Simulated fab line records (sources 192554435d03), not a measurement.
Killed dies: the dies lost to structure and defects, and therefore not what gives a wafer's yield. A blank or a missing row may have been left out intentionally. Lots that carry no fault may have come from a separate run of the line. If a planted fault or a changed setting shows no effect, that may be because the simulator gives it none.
Matching of chambers -- flow n5-finfet -- N5_GATE_CUT_CMP_61 on cmp-01 has 4 sister chambers
The step polishes, stops on SiNx, t overpolish 3 s. 8 wafers are shown with their chamber, then 8 later ones without.

WAFERS PAIRED WITH THEIR CHAMBERS
wafer,chamber,motor-current-A (A)
L081.3,0,10.3
L080.6,2,11.0
L082.4,1,11.9
L082.6,2,10.8
L087.1,3,10.3
L087.2,1,12.4
L087.6,3,11.3
L093.1,0,10.1

WAFERS WHOSE CHAMBER IS MISSING
wafer,motor-current-A (A)
L093.2,10.5
L093.4,12.6
L095.1,10.8
L095.4,11.0
L095.5,10.7
L097.1,12.3
L097.5,11.5
L097.6,11.0

WHICH CHAMBER EACH WENT THROUGH
wafer,from the rows above,in truth
L093.2,can't be placed: 0 or 3 or 2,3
L093.4,1,1
L095.1,can't be placed: 3 or 2 or 0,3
L095.4,can't be placed: 2 or 3 or 0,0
L095.5,can't be placed: 3 or 2 or 0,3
L097.1,1,1
L097.5,can't be placed: 2 or 1 or 3 or 0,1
L097.6,can't be placed: 2 or 3 or 0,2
Correct placement for 2 of the 8. Unplaceable from these rows: 6, with the true chamber sitting among the candidates in 6. Number placed wrongly: 0.
How it was worked out, from the rows above alone: a wafer's distance from a chamber is the root of the sum, over the readings, of the square of ((its reading less the chamber's mean) divided by the reading's scatter). If the next closest chamber is less than 2 further off than the closest, the wafer can't be placed; otherwise it belongs to the closest. For every chamber, the mean is computed from those of its wafers that are shown. The scatter: take each reading less its chamber's mean, square it, sum over the shown wafers, divide by the number of wafers less the number of chambers, and take the root.
